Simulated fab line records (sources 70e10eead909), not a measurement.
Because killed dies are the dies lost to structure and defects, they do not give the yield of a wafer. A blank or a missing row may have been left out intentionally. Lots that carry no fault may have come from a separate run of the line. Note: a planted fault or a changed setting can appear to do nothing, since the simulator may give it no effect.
Matching of chambers	flow nand harc	pecvd-04 running NHARC_A_STAIRCASE_DEP_151: 3 sister chambers
The step deposits SiO2, target thk 3800 nm. 6 wafers are shown with their chamber, then 9 later ones without.

## WAFERS WITH THEIR CHAMBER
wafer	chamber	heater power w (W)
L083.6	1	557
L083.3	0	524
L083.4	2	673
L084.2	2	720
L084.3	0	580
L084.4	1	578

## WAFERS WHOSE CHAMBER IS MISSING
wafer	heater power w (W)
L086.3	852
L086.4	499
L086.6	586
L092.2	647
L092.5	671
L092.6	532
L096.4	523
L096.5	669
L096.6	467

## WHICH CHAMBER EACH WENT THROUGH
wafer	from the rows above	in truth
L086.3	2	2
L086.4	can't be placed: 0 or 1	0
L086.6	can't be placed: 1 or 0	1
L092.2	can't be placed: 2 or 1 or 0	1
L092.5	2	2
L092.6	can't be placed: 0 or 1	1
L096.4	can't be placed: 0 or 1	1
L096.5	2	2
L096.6	can't be placed: 0 or 1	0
3 of 9 placed correctly. From these rows, 6 cannot be placed; in 6 the true chamber is one of the candidates. 0 placed wrongly.
How it was worked out, from the rows above alone: a wafer's distance from a chamber is the root of the sum, over the readings, of the square of ((its reading less the chamber's mean) divided by the reading's scatter). If the next closest chamber is less than 2 further off than the closest, the wafer can't be placed; otherwise it belongs to the closest. A chamber's mean is the mean of its shown wafers. The scatter: take each reading less its chamber's mean, square it, sum over the shown wafers, divide by the number of wafers less the number of chambers, and take the root.
